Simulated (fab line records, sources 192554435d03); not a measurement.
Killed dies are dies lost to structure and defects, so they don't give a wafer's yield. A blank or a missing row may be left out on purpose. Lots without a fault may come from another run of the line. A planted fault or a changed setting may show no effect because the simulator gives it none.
Chamber matching | flow n5_finfet | N5_BEOL_M6_DESCUM_16 on rie_diel-02: 4 sister chambers
The step chemistry O2, time 7.9 s. 4 wafers are shown with their chamber, then 9 later ones without.

WAFERS WITH THEIR CHAMBER
wafer  | chamber | drypump_motor_current_A (A)
L077.6 | 2       | 5.1
L090.2 | 3       | 5.9
L090.5 | 0       | 6.5
L090.6 | 1       | 6.2

WAFERS WITHOUT THEIR CHAMBER
wafer  | drypump_motor_current_A (A)
L093.2 | 6.3
L093.4 | 5.9
L093.5 | 5.9
L094.1 | 6.5
L094.2 | 6.3
L094.3 | 5.1
L097.1 | 5.1
L097.3 | 6.3
L097.5 | 6.3

WHICH CHAMBER EACH WENT THROUGH
wafer  | from the rows above     | in truth
L093.2 | can't be placed: 1 or 0 | 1
L093.4 | 3                       | 3
L093.5 | 3                       | 3
L094.1 | 0                       | 0
L094.2 | can't be placed: 1 or 0 | 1
L094.3 | 2                       | 2
L097.1 | 2                       | 2
L097.3 | can't be placed: 1 or 0 | 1
L097.5 | can't be placed: 1 or 0 | 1
Placed correctly: 5 of 9. Can't be placed from these rows: 4 (the true chamber is among the candidates in 4). Placed wrongly: 0.
How it was worked out, from the rows above alone: a wafer's distance from a chamber is the root of the sum, over the readings, of the square of ((its reading less the chamber's mean) divided by the reading's scatter). The wafer belongs to the nearest chamber; if the next one is less than 2 further off, it can't be placed. A chamber's mean is the mean of its shown wafers. The scatter: with one shown wafer a chamber, the root of the mean of the squares of how far each hidden wafer lies from its nearest shown one.
